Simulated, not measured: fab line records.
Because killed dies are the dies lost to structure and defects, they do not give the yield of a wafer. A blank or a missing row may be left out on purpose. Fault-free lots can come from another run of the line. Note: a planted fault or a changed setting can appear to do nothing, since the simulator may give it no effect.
fab line records	flow n5-finfet
record: lots: 7	wafers: 21
route steps=1938 shown BEOL_M5@1123 BEOL_M7@1281
start-h: the number of hours between the record's first day and the start of the first shown wafer of the lot	wait-h: hours from the lot's prior step to this one	" as in the row above	L1.1+2: one row covering several wafers at once	- value missing, or start not given	* or withheld: withheld	< > ~ a bound
route shown NAME@n: names a module that has steps shown in the file, with the first one's number in the route	usual: mean/standard deviation of fault-free wafers	same: alike in all rows	chamber/n: place in a boat	sites: the reading at each site	_std_site: the values' standard deviation	_edge_site: the outer-site mean with the inner-site mean subtracted	radius-mm: how far each site lies from the wafer's centre	mask NAME#n: copy n	behind: the tool/chamber that last shaped the wafer	hold: reason for holding the lot/hours on hold/outcome of the hold	device: names the non-switching transistor (n, p or np)	end of line: tests run on the same wafers once the route is complete	a step with no rows: only its recipe	killed: dies that structure and defects cost at the first sort, which is not the same as the wafer's yield	map: the dies of a wafer, with x for killed, . for not killed, _ for no die there
set.NAME: the setting the step ran with; set.NAME@STEP: the setting that earlier step ran with	model.NAME: the simulator's own value behind a step, which no gauge read
lots whose settings were changed on purpose; a table a step, a row a wafer
== steps ==
step: N5_BEOL_M5_EXPOSE_08
recipe: mask-id: M5	na: 0.33	source-shape: annular	sigma-inner: 0.4	sigma-outer: 0.8	polarization: unpolarized	target-cd-nm: 28	dose-mj: 35.75
lot.wafer	tool	chamber	start-h	wait-h	mask	set.dose-mj
L078.2	euv-scanner-01	0	187.87	-	M5#0	35.75
L078.3+4	"	0	"	"	M5#0	35.04
L079.3+6	euv-scanner-02	0	198.62	-	M5#0	35.75
L079.4	"	0	"	"	M5#0	33.28
L085.2	euv-scanner-01	0	230.58	-	M5#0	35.75
L085.3+6	"	0	"	"	M5#0	38
L089.1+3+5	euv-scanner-01	0	251.71	-	M5#0	35.75
L088.2+3+5	euv-scanner-01	0	258.07	-	M5#0	35.75
L090.3+5+6	euv-scanner-01	0	260.78	-	M5#0	35.75
L093.2+3+5	euv-scanner-02	0	280.98	-	M5#0	35.75
step: N5_BEOL_M5_PEB_09
recipe: peb-temp-c: 100	peb-time-s: 60	resist: CAR-EUV
step: N5_BEOL_M5_DEVELOP_10
recipe: develop-time-s: 30	developer: TMAH	resist: CAR-EUV	rinse-liquid: surfactant-rinse	dry: air-spin	dev-temp-c: 23
step: N5_BEOL_M5_CD_MEAS_11
recipe: target-cd-nm: 27.74	landing-energy-ev: 500	detector: se-inlens
usual: cd-nm: 28.08/0.24
lot.wafer	tool	chamber	start-h	wait-h	set.dose-mj@BEOL_M5_EXPOSE_08	cd-nm
L078.2	cd-sem-02	0	187.99	-	35.75	28.19
L078.3	"	0	"	"	35.04	27.81
L078.4	"	0	"	"	35.04	27.84
L079.3	cd-sem-03	0	198.74	-	35.75	28.39
L079.4	"	0	"	"	33.28	26.24
L079.6	"	0	"	"	35.75	28.17
L085.2	cd-sem-01	0	230.70	-	35.75	28.28
L085.3	"	0	"	"	38	29.61
L085.6	"	0	"	"	38	29.83
L089.1	cd-sem-02	0	251.84	-	35.75	28.10
L089.3	"	0	"	"	35.75	27.93
L089.5	"	0	"	"	35.75	28.06
L088.2	cd-sem-02	0	258.20	-	35.75	27.95
L088.3	"	0	"	"	35.75	28.17
L088.5	"	0	"	"	35.75	28.58
L090.3	cd-sem-01	0	260.90	-	35.75	28.10
L090.5	"	0	"	"	35.75	27.74
L090.6	"	0	"	"	35.75	27.71
L093.2	cd-sem-03	0	281.11	-	35.75	27.83
L093.3	"	0	"	"	35.75	27.86
L093.5	"	0	"	"	35.75	28.19
step: N5_BEOL_M5_DESCUM_16
recipe: chemistry: O2	time-s: 7	source-power-w: 50	bias-power-w: 20	pressure-mtorr: 20	rf-frequency-hz: 2.712e+07	temp-c: 40	resist: CAR-EUV	o2-flow-sccm: 225
lot.wafer	tool	chamber	start-h	wait-h	set.dose-mj@BEOL_M5_EXPOSE_08	model.BEOL_M5.cd-nm
L078.2	rie-diel-03	1	188.80	0.7	35.75	28.4
L078.3+4	"	0	"	"	35.04	28
L079.3+6	rie-diel-06	2,0	198.86	0.0	35.75	28.2
L079.4	"	0	"	"	33.28	26.6
L085.2	rie-diel-06	2	230.82	0.0	35.75	28.2
L085.3	"	3	"	"	38	29.4
L085.6	"	2	"	"	38	29.8
L089.1+3	rie-diel-03	2,3	251.96	0.0	35.75	28
L089.5	"	0	"	"	35.75	28.2
L088.2+5	rie-diel-03	1,3	258.32	0.0	35.75	28
L088.3	"	2	"	"	35.75	28.2
L090.3	rie-diel-03	1	261.02	0.0	35.75	27.8
L090.5+6	"	3,2	"	"	35.75	28
L093.2+5	rie-diel-06	3	281.38	0.2	35.75	28
L093.3	"	1	"	"	35.75	28.2
step: N5_BEOL_M5_ETCH_72
recipe: chemistry: N2/H2	target: underlayer	target-depth-a: 65	mask-material: CAR-EUV	time-s: 5.2	ion-energy-ev: 200	pressure-mtorr: 30	source-w: 840	bias-w: 150	n2-flow-sccm: 200	h2-flow-sccm: 200	ends: cleared
step: N5_BEOL_M5_ETCH_61
recipe: chemistry: CF4	target: SiARC	target-depth-a: 156	mask-material: CAR-EUV	time-s: 26	ion-energy-ev: 80	pressure-mtorr: 40	source-w: 545	bias-w: 36	Ar_flow_sccm: 100	cf4-flow-sccm: 100	ends: cleared
lot.wafer	tool	chamber	start-h	wait-h	set.dose-mj@BEOL_M5_EXPOSE_08	model.BEOL_M5.cd-nm
L078.2	rie-diel-03	1	188.85	0.0	35.75	28.4
L078.3+4	"	0	"	"	35.04	28
L079.3	rie-diel-06	2	198.91	0.0	35.75	28.2
L079.4	"	0	"	"	33.28	26.6
L079.6	"	0	"	"	35.75	28.4
L085.2	rie-diel-06	2	230.88	0.0	35.75	28.2
L085.3	"	3	"	"	38	29.6
L085.6	"	2	"	"	38	29.8
L089.1+5	rie-diel-03	2,0	252.01	0.0	35.75	28.2
L089.3	"	3	"	"	35.75	28
L088.2+5	rie-diel-03	1,3	258.37	0.0	35.75	28
L088.3	"	2	"	"	35.75	28.4
L090.3	rie-diel-03	1	261.07	0.0	35.75	27.8
L090.5+6	"	3,2	"	"	35.75	28
L093.2+3	rie-diel-06	3,1	281.44	0.0	35.75	28.2
L093.5	"	3	"	"	35.75	28
step: N5_BEOL_M5_ETCH_62
recipe: chemistry: N2/H2	target: SOC	target-depth-a: 750	overetch-a: 150	mask-material: SiARC	temp-c: 40	time-s: 112.5	ion-energy-ev: 200	pressure-mtorr: 30	source-w: 840	bias-w: 150	n2-flow-sccm: 200	h2-flow-sccm: 200
lot.wafer	tool	chamber	start-h	wait-h	set.dose-mj@BEOL_M5_EXPOSE_08	model.BEOL_M5.cd-nm
L078.2	rie-diel-03	1	188.88	0.0	35.75	28.4
L078.3+4	"	0	"	"	35.04	28
L079.3+6	rie-diel-06	2,0	198.94	0.0	35.75	28.2
L079.4	"	0	"	"	33.28	26.6
L085.2	rie-diel-06	2	230.90	0.0	35.75	28
L085.3	"	3	"	"	38	29.6
L085.6	"	2	"	"	38	29.8
L089.1+3+5	rie-diel-03	2,3,0	252.04	0.0	35.75	28.2
L088.2+5	rie-diel-03	1,3	258.40	0.0	35.75	28.2
L088.3	"	2	"	"	35.75	28.4
L090.3	rie-diel-03	1	261.10	0.0	35.75	27.8
L090.5+6	"	3,2	"	"	35.75	28
L093.2+3	rie-diel-06	3,1	281.46	0.0	35.75	28.4
L093.5	"	3	"	"	35.75	28.2
step: N5_BEOL_M5_STRIP_63
recipe: chemistry: N2/H2	temp-c: 40	n2-flow-sccm: 200	h2-flow-sccm: 200	rf-frequency-hz: 6e+07
step: N5_BEOL_M5_STRIP_73
recipe: chemistry: N2/H2	temp-c: 40	n2-flow-sccm: 200	h2-flow-sccm: 200	rf-frequency-hz: 6e+07
step: N5_BEOL_M5_STRIP_64
recipe: chemistry: CF4	resist: SiARC	power-w: 300	bias-power-w: 75	pressure-mtorr: 50	cf4-flow-sccm: 150	rf-frequency-hz: 6e+07
step: N5_BEOL_M5_HM_OPEN_17
recipe: chemistry: Cl2/BCl3	target-depth-a: 200	overetch-a: 60	target: TiN	mask-material: SOC	ion-energy-ev: 150	pressure-mtorr: 10	icp-w: 1000	bias-w: 126	Cl2_flow_sccm: 53.25	bcl3-flow-sccm: 21.75	Ar_flow_sccm: 25
lot.wafer	tool	chamber	start-h	wait-h	set.dose-mj@BEOL_M5_EXPOSE_08	model.BEOL_M5.cd-nm
L078.2	rie-metal-01	0	189.07	0.1	35.75	28.6
L078.3+4	"	0,1	"	"	35.04	28.2
L079.3	rie-metal-03	1	199.14	0.1	35.75	28.2
L079.4	"	0	"	"	33.28	26.8
L079.6	"	0	"	"	35.75	28
L085.2	rie-metal-03	0	231.07	0.0	35.75	28
L085.3	"	0	"	"	38	29.6
L085.6	"	1	"	"	38	29.8
L089.1+3+5	rie-metal-02	0,1,1	252.21	0.0	35.75	28.2
L088.2+5	rie-metal-03	0,1	258.57	0.0	35.75	28.2
L088.3	"	1	"	"	35.75	28.4
L090.3+5	rie-metal-03	0,1	261.30	0.1	35.75	27.8
L090.6	"	0	"	"	35.75	28.2
L093.2+3	rie-metal-03	1,0	281.63	0.0	35.75	28.2
L093.5	"	0	"	"	35.75	28
step: N5_BEOL_M5_STRIP_19
recipe: chemistry: O2	power-w: 400	temp-c: 40	pressure-mtorr: 30	rf-frequency-hz: 6e+07	bias-power-w: 0	overash-fraction: 0.2	o2-flow-sccm: 225
step: N5_BEOL_M5_CD_MEAS_18
recipe: pitch-nm: 56	target-cd-nm: 28
usual: cd-nm: 28.18/0.25
lot.wafer	tool	chamber	start-h	wait-h	set.dose-mj@BEOL_M5_EXPOSE_08	cd-nm
L078.2	cd-sem-01	-	189.33	0.1	35.75	28.76
L078.3	"	-	"	"	35.04	27.87
L078.4	"	-	"	"	35.04	28.15
L079.3	cd-sem-03	-	199.29	0.1	35.75	28.28
L079.4	"	-	"	"	33.28	26.66
L079.6	"	-	"	"	35.75	27.91
L085.2	cd-sem-02	-	231.25	0.1	35.75	28.05
L085.3	"	-	"	"	38	29.79
L085.6	"	-	"	"	38	29.60
L089.1	cd-sem-03	-	252.58	0.0	35.75	28.08
L089.3	"	-	"	"	35.75	28.08
L089.5	"	-	"	"	35.75	28.13
L088.2	cd-sem-03	-	258.75	0.1	35.75	28.20
L088.3	"	-	"	"	35.75	28.59
L088.5	"	-	"	"	35.75	28.14
L090.3	cd-sem-01	-	261.45	0.1	35.75	27.95
L090.5	"	-	"	"	35.75	27.67
L090.6	"	-	"	"	35.75	28.36
L093.2	cd-sem-03	-	281.81	0.1	35.75	28.06
L093.3	"	-	"	"	35.75	28.46
L093.5	"	-	"	"	35.75	28.01
step: N5_BEOL_M5_COAT_65
recipe: resist: SOC	temp-c: 250	time-s: 60	spin-rpm: 1500	resist-thk-nm: 60
step: N5_BEOL_M5_COAT_66
recipe: resist: SiARC	temp-c: 220	time-s: 60	spin-rpm: 1500	resist-thk-nm: 12
step: N5_BEOL_M5_STRIP_69
recipe: chemistry: N2/H2	temp-c: 40	n2-flow-sccm: 200	h2-flow-sccm: 200	rf-frequency-hz: 6e+07
step: N5_BEOL_M5_STRIP_76
recipe: chemistry: N2/H2	temp-c: 40	n2-flow-sccm: 200	h2-flow-sccm: 200	rf-frequency-hz: 6e+07
step: N5_BEOL_M5_VIA_ETCH_34
recipe: chemistry: C4F6/O2	target: SiCOH_lowk	target-depth-a: 883	mask-material: SOC	taper-deg: 4	time-s: 39.2	ion-energy-ev: 250	pressure-mtorr: 30	source-w: 345	bias-w: 185	Ar_flow_sccm: 300	C4F6_flow_sccm: 10	O2_flow_sccm: 10
lot.wafer	tool	chamber	start-h	wait-h	set.dose-mj@BEOL_M5_EXPOSE_08	model.BEOL_M5.cd-nm
L078.2	rie-diel-03	2	191.27	0.0	35.75	28.2
L078.3	"	1	"	"	35.04	28.2
L078.4	"	1	"	"	35.04	27.8
L079.3	rie-diel-06	1	200.03	0.0	35.75	28.4
L079.4	"	3	"	"	33.28	27
L079.6	"	2	"	"	35.75	28
L085.2	rie-diel-03	3	231.90	0.0	35.75	28
L085.3+6	"	0,2	"	"	38	29.6
L089.1	rie-diel-02	0	253.61	0.0	35.75	28.4
L089.3	"	1	"	"	35.75	28.2
L089.5	"	3	"	"	35.75	28.6
L088.2+5	rie-diel-06	1	260.76	0.0	35.75	28.4
L088.3	"	1	"	"	35.75	28.6
L090.3+5	rie-diel-02	1	262.19	0.0	35.75	27.6
L090.6	"	2	"	"	35.75	28.2
L093.2+5	rie-diel-06	1	283.64	0.0	35.75	28
L093.3	"	3	"	"	35.75	28.4
step: N5_BEOL_M5_STRIP_85
recipe: chemistry: C4F6/O2	resist: SiARC	rf-frequency-hz: 6e+07
step: N5_BEOL_M5_STRIP_36
recipe: chemistry: N2/H2	power-w: 450	temp-c: 40	pressure-mtorr: 20	rf-frequency-hz: 6e+07	overash-fraction: 0.3	bias-power-w: 7	h2-frac: 0.5	n2-flow-sccm: 200	h2-flow-sccm: 200
step: N5_BEOL_M5_PRECLEAN_42
recipe: chemistry: residue-remover	time-s: 60	temp-c: 40
step: N5_BEOL_M5_SRD_43
recipe: time-s: 30	temp-c: 23	rinse-liquid: diw	dry: ipa-marangoni
step: N5_BEOL_M5_CD_MEAS_35
recipe: target-cd-nm: 28	target-cd-y-nm: 24	polarity: opening
usual: cd-nm: 28.20/0.26
lot.wafer	tool	chamber	start-h	wait-h	set.dose-mj@BEOL_M5_EXPOSE_08	cd-nm
L078.2	cd-sem-02	-	191.67	0.0	35.75	28.58
L078.3	"	-	"	"	35.04	28.27
L078.4	"	-	"	"	35.04	28.11
L079.3	cd-sem-01	-	200.42	0.0	35.75	28.08
L079.4	"	-	"	"	33.28	27.09
L079.6	"	-	"	"	35.75	28.22
L085.2	cd-sem-01	-	232.30	0.0	35.75	28.17
L085.3	"	-	"	"	38	29.53
L085.6	"	-	"	"	38	29.52
L089.1	cd-sem-02	-	254.00	0.0	35.75	28.19
L089.3	"	-	"	"	35.75	28.03
L089.5	"	-	"	"	35.75	28.21
L088.2	cd-sem-01	-	261.26	0.0	35.75	27.74
L088.3	"	-	"	"	35.75	28.47
L088.5	"	-	"	"	35.75	28.45
L090.3	cd-sem-02	-	262.68	0.0	35.75	27.79
L090.5	"	-	"	"	35.75	28.11
L090.6	"	-	"	"	35.75	28.23
L093.2	cd-sem-03	-	284.13	0.0	35.75	28.00
L093.3	"	-	"	"	35.75	28.28
L093.5	"	-	"	"	35.75	27.99
step: N5_BEOL_M7_ETCH_62
recipe: chemistry: N2/H2	target: SOC	target-depth-a: 1100	overetch-a: 220	mask-material: SiARC	temp-c: 40	time-s: 165	ion-energy-ev: 200	pressure-mtorr: 30	source-w: 840	bias-w: 150	n2-flow-sccm: 200	h2-flow-sccm: 200
usual: rf-vpp-V: 524.5/2.9
lot.wafer	tool	chamber	start-h	wait-h	set.source-w	rf-vpp-V
L078.2	rie-diel-02	2	209.05	0.0	840	520.8
L078.3	"	3	"	"	840	528.9
L078.4	"	2	"	"	840	520.8
L079.3	rie-diel-06	2	217.46	0.0	840	523.3
L079.4	"	0	"	"	840	522.8
L079.6	"	1	"	"	840	525.3
L085.2	rie-diel-06	1	249.50	0.0	840	524.6
L085.3	"	0	"	"	840	521.9
L085.6	"	3	"	"	926.6	510.1
L089.1	rie-diel-03	3	272.91	0.0	840	522.7
L089.3	"	2	"	"	840	521.3
L089.5	"	2	"	"	840	521.2
L088.2	rie-diel-02	0	278.37	0.0	716.8	556.9
L088.3	"	2	"	"	840	520.1
L088.5	"	3	"	"	716.8	557.6
L090.3	rie-diel-03	1	278.41	0.0	840	527.1
L090.5	"	1	"	"	840	526.0
L090.6	"	0	"	"	764.7	539.8
L093.2	rie-diel-02	1	305.21	0.0	840	527.8
L093.3	"	2	"	"	840	521.4
L093.5	"	0	"	"	840	527.2
step: N5_BEOL_M7_EXPOSE_25
recipe: mask-id: V6	na: 0.33	source-shape: annular	sigma-inner: 0.4	sigma-outer: 0.8	polarization: unpolarized	target-cd-nm: 40	dose-mj: 42.5
lot.wafer	tool	chamber	start-h	wait-h	mask	set.dose-mj
L078.2+3+4	euv-scanner-01	0	209.98	-	V6#0	42.5
L079.3+6	euv-scanner-02	0	218.59	-	V6#0	42.5
L079.4	"	0	"	"	V6#0	39.74
L085.2	euv-scanner-01	0	250.77	-	V6#0	43.31
L085.3+6	"	0	"	"	V6#0	42.5
L089.1+3+5	euv-scanner-02	0	273.81	-	V6#0	40.74
L090.3+5+6	euv-scanner-02	0	279.34	-	V6#0	42.5
L088.2	euv-scanner-01	0	279.55	-	V6#0	43.6
L088.3+5	"	0	"	"	V6#0	42.5
L093.2+3+5	euv-scanner-02	0	305.86	-	V6#0	42.5
step: N5_BEOL_M7_PEB_26
recipe: peb-temp-c: 100	peb-time-s: 60	resist: CAR-EUV
step: N5_BEOL_M7_DEVELOP_27
recipe: develop-time-s: 30	developer: TMAH	resist: CAR-EUV	rinse-liquid: surfactant-rinse	dry: air-spin	dev-temp-c: 23
step: N5_BEOL_M7_CD_MEAS_28
recipe: target-cd-nm: 40	landing-energy-ev: 500	detector: se-inlens
usual: cd-nm: 40.05/0.21
lot.wafer	tool	chamber	start-h	wait-h	set.dose-mj@BEOL_M7_EXPOSE_25	cd-nm
L078.2	cd-sem-01	0	210.11	-	42.5	40.36
L078.3	"	0	"	"	42.5	40.01
L078.4	"	0	"	"	42.5	40.25
L079.3	cd-sem-01	0	218.71	-	42.5	39.95
L079.4	"	0	"	"	39.74	38.27
L079.6	"	0	"	"	42.5	39.85
L085.2	cd-sem-01	0	250.96	-	43.31	40.36
L085.3	"	0	"	"	42.5	39.90
L085.6	"	0	"	"	42.5	39.75
L089.1	cd-sem-01	0	273.94	-	40.74	39.38
L089.3	"	0	"	"	40.74	39.25
L089.5	"	0	"	"	40.74	39.12
L090.3	cd-sem-02	0	279.46	-	42.5	39.94
L090.5	"	0	"	"	42.5	40.59
L090.6	"	0	"	"	42.5	39.92
L088.2	cd-sem-03	0	279.68	-	43.6	40.57
L088.3	"	0	"	"	42.5	39.93
L088.5	"	0	"	"	42.5	40.25
L093.2	cd-sem-01	0	305.99	-	42.5	40.26
L093.3	"	0	"	"	42.5	40.33
L093.5	"	0	"	"	42.5	39.75
step: N5_BEOL_M7_DESCUM_33
recipe: chemistry: O2	time-s: 7	source-power-w: 50	bias-power-w: 20	pressure-mtorr: 20	rf-frequency-hz: 2.712e+07	temp-c: 40	resist: CAR-EUV	o2-flow-sccm: 225
lot.wafer	tool	chamber	start-h	wait-h	set.dose-mj@BEOL_M7_EXPOSE_25	model.BEOL_M7.cd-nm
L078.2+4	rie-diel-03	2,0	210.23	0.0	42.5	40
L078.3	"	3	"	"	42.5	39.8
L079.3+6	rie-diel-03	1,2	218.83	0.0	42.5	40
L079.4	"	3	"	"	39.74	38.2
L085.2	rie-diel-06	0	252.58	1.5	43.31	40.4
L085.3	"	3	"	"	42.5	40
L085.6	"	1	"	"	42.5	40.2
L089.1+3+5	rie-diel-02	2,3,0	274.61	0.6	40.74	39.2
L090.3+5+6	rie-diel-06	0,0,1	279.58	0.0	42.5	40
L088.2	rie-diel-02	1	279.80	0.0	43.6	40.6
L088.3+5	"	3,2	"	"	42.5	40
L093.2+5	rie-diel-03	3,1	306.16	0.1	42.5	40
L093.3	"	0	"	"	42.5	40.2
step: N5_BEOL_M7_ETCH_72
recipe: chemistry: N2/H2	target: underlayer	target-depth-a: 65	mask-material: CAR-EUV	time-s: 5.2	ion-energy-ev: 200	pressure-mtorr: 30	source-w: 840	bias-w: 150	n2-flow-sccm: 200	h2-flow-sccm: 200	ends: cleared
lot.wafer	tool	chamber	start-h	wait-h	set.dose-mj@BEOL_M7_EXPOSE_25	model.BEOL_M7.cd-nm
L078.2+4	rie-diel-03	2,0	210.27	0.0	42.5	40
L078.3	"	3	"	"	42.5	39.8
L079.3+6	rie-diel-03	1,2	218.87	0.0	42.5	40
L079.4	"	3	"	"	39.74	38.4
L085.2	rie-diel-06	0	252.61	0.0	43.31	40.4
L085.3+6	"	3,1	"	"	42.5	40
L089.1+3	rie-diel-02	2,3	274.65	0.0	40.74	39.2
L089.5	"	0	"	"	40.74	39.4
L090.3	rie-diel-06	0	279.62	0.0	42.5	39.8
L090.5+6	"	0,1	"	"	42.5	40
L088.2	rie-diel-02	1	279.84	0.0	43.6	40.6
L088.3+5	"	3,2	"	"	42.5	40
L093.2+3+5	rie-diel-03	3,0,1	306.19	0.0	42.5	40
step: N5_BEOL_M7_ETCH_65
recipe: chemistry: CF4	target: SiARC	target-depth-a: 156	mask-material: CAR-EUV	time-s: 26	ion-energy-ev: 80	pressure-mtorr: 40	source-w: 545	bias-w: 36	Ar_flow_sccm: 100	cf4-flow-sccm: 100	ends: cleared
lot.wafer	tool	chamber	start-h	wait-h	set.dose-mj@BEOL_M7_EXPOSE_25	model.BEOL_M7.cd-nm
L078.2+3	rie-diel-03	2,3	210.28	0.0	42.5	39.8
L078.4	"	0	"	"	42.5	40
L079.3	rie-diel-03	1	218.88	0.0	42.5	40
L079.4	"	3	"	"	39.74	38.4
L079.6	"	2	"	"	42.5	39.8
L085.2	rie-diel-06	0	252.63	0.0	43.31	40.4
L085.3+6	"	3,1	"	"	42.5	40
L089.1	rie-diel-02	2	274.66	0.0	40.74	39.2
L089.3+5	"	3,0	"	"	40.74	39.4
L090.3+6	rie-diel-06	0,1	279.63	0.0	42.5	39.8
L090.5	"	0	"	"	42.5	40
L088.2	rie-diel-02	1	279.85	0.0	43.6	40.6
L088.3+5	"	3,2	"	"	42.5	40
L093.2	rie-diel-03	3	306.21	0.0	42.5	39.8
L093.3+5	"	0,1	"	"	42.5	40
step: N5_BEOL_M7_ETCH_66
recipe: chemistry: N2/H2	target: SOC	target-depth-a: 800	overetch-a: 160	mask-material: SiARC	temp-c: 40	time-s: 120	ion-energy-ev: 200	pressure-mtorr: 30	source-w: 840	bias-w: 150	n2-flow-sccm: 200	h2-flow-sccm: 200
lot.wafer	tool	chamber	start-h	wait-h	set.dose-mj@BEOL_M7_EXPOSE_25	model.BEOL_M7.cd-nm
L078.2	rie-diel-03	2	210.31	0.0	42.5	39.8
L078.3	"	3	"	"	42.5	40
L078.4	"	0	"	"	42.5	40.2
L079.3	rie-diel-03	1	218.91	0.0	42.5	40.2
L079.4	"	3	"	"	39.74	38.6
L079.6	"	2	"	"	42.5	39.8
L085.2	rie-diel-06	0	252.66	0.0	43.31	40.2
L085.3	"	3	"	"	42.5	39.8
L085.6	"	1	"	"	42.5	40
L089.1	rie-diel-02	2	274.69	0.0	40.74	39.2
L089.3+5	"	3,0	"	"	40.74	39.4
L090.3	rie-diel-06	0	279.66	0.0	42.5	39.8
L090.5+6	"	0,1	"	"	42.5	40
L088.2	rie-diel-02	1	279.88	0.0	43.6	40.4
L088.3	"	3	"	"	42.5	40
L088.5	"	2	"	"	42.5	40.2
L093.2+3	rie-diel-03	3,0	306.24	0.0	42.5	40.2
L093.5	"	1	"	"	42.5	40
== key ==
split: step: N5_BEOL_M5_EXPOSE_08	setting: dose-mj	stated: 35.75	by: wafer
response: step: N5_BEOL_M5_CD_MEAS_11	reading: cd-nm	change: +0.262	per: 1%	r: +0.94
response: step: N5_BEOL_M5_DESCUM_16	reading: model.BEOL_M5.cd-nm	change: +0.226	per: 1%	r: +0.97
response: step: N5_BEOL_M5_ETCH_61	reading: model.BEOL_M5.cd-nm	change: +0.241	per: 1%	r: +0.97
response: step: N5_BEOL_M5_ETCH_62	reading: model.BEOL_M5.cd-nm	change: +0.247	per: 1%	r: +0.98
response: step: N5_BEOL_M5_HM_OPEN_17	reading: model.BEOL_M5.cd-nm	change: +0.224	per: 1%	r: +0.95
response: step: N5_BEOL_M5_CD_MEAS_18	reading: cd-nm	change: +0.238	per: 1%	r: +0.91
response: step: N5_BEOL_M5_VIA_ETCH_34	reading: model.BEOL_M5.cd-nm	change: +0.205	per: 1%	r: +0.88
response: step: N5_BEOL_M5_CD_MEAS_35	reading: cd-nm	change: +0.182	per: 1%	r: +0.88
split: step: N5_BEOL_M7_ETCH_62	setting: source-w	stated: 840	by: wafer
response: step: N5_BEOL_M7_ETCH_62	reading: rf-vpp-V	change: -1.99	per: 1%	r: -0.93
split: step: N5_BEOL_M7_EXPOSE_25	setting: dose-mj	stated: 42.5	by: wafer
response: step: N5_BEOL_M7_CD_MEAS_28	reading: cd-nm	change: +0.245	per: 1%	r: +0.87
response: step: N5_BEOL_M7_DESCUM_33	reading: model.BEOL_M7.cd-nm	change: +0.263	per: 1%	r: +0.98
response: step: N5_BEOL_M7_ETCH_72	reading: model.BEOL_M7.cd-nm	change: +0.242	per: 1%	r: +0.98
response: step: N5_BEOL_M7_ETCH_65	reading: model.BEOL_M7.cd-nm	change: +0.23	per: 1%	r: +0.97
response: step: N5_BEOL_M7_ETCH_66	reading: model.BEOL_M7.cd-nm	change: +0.199	per: 1%	r: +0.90
